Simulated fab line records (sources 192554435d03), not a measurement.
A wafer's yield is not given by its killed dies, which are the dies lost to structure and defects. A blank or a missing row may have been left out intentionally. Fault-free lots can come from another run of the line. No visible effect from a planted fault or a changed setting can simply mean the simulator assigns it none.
Chamber matching / flow n5_finfet / 4 sister chambers for N5_HKMG_FIN_NWFM_ALD_20 on ald_metal-03
The step deposits TiAlC, target thk 2 nm, pulse time 3 s, purge time 2 s. 8 wafers are shown with their chamber, then 8 later ones without.

== WAFERS PAIRED WITH THEIR CHAMBERS ==
wafer=L696.6; chamber=2; heater_power_w (W)=508; precursor_pulse_height_rel=1.027
wafer=L699.1; chamber=1; heater_power_w (W)=384; precursor_pulse_height_rel=0.983
wafer=L700.5; chamber=0; heater_power_w (W)=487; precursor_pulse_height_rel=0.970
wafer=L700.6; chamber=3; heater_power_w (W)=475; precursor_pulse_height_rel=1.005
wafer=L701.3; chamber=0; heater_power_w (W)=494; precursor_pulse_height_rel=1.005
wafer=L701.4; chamber=1; heater_power_w (W)=376; precursor_pulse_height_rel=1.016
wafer=L701.6; chamber=3; heater_power_w (W)=471; precursor_pulse_height_rel=1.008
wafer=L712.2; chamber=2; heater_power_w (W)=503; precursor_pulse_height_rel=0.968

== WAFERS WITHOUT THEIR CHAMBER ==
wafer=L712.3; heater_power_w (W)=371; precursor_pulse_height_rel=0.973
wafer=L712.4; heater_power_w (W)=479; precursor_pulse_height_rel=1.007
wafer=L713.3; heater_power_w (W)=384; precursor_pulse_height_rel=0.992
wafer=L713.4; heater_power_w (W)=487; precursor_pulse_height_rel=1.006
wafer=L713.5; heater_power_w (W)=490; precursor_pulse_height_rel=1.010
wafer=L718.1; heater_power_w (W)=503; precursor_pulse_height_rel=1.000
wafer=L718.4; heater_power_w (W)=385; precursor_pulse_height_rel=0.990
wafer=L718.6; heater_power_w (W)=463; precursor_pulse_height_rel=0.978

== WHICH CHAMBER EACH WENT THROUGH ==
wafer=L712.3; from the rows above=1; in truth=1
wafer=L712.4; from the rows above=can't be placed: 3 or 0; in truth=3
wafer=L713.3; from the rows above=1; in truth=1
wafer=L713.4; from the rows above=0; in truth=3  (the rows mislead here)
wafer=L713.5; from the rows above=0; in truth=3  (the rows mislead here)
wafer=L718.1; from the rows above=2; in truth=2
wafer=L718.4; from the rows above=1; in truth=1
wafer=L718.6; from the rows above=3; in truth=3
Correct placement for 5 of the 8. Can't be placed from these rows: 1 (the true chamber is among the candidates in 1). Number placed wrongly: 2.
How it was worked out, from the rows above alone: a wafer's distance from a chamber is the root of the sum, over the readings, of the square of ((its reading less the chamber's mean) divided by the reading's scatter). The wafer belongs to the nearest chamber; if the next one is less than 2 further off, it can't be placed. The mean given for a chamber averages the wafers shown for that chamber. How the scatter is found: for the shown wafers, subtract from each reading the mean of its chamber, square and add these, divide the total by (wafers less chambers), then take the root.
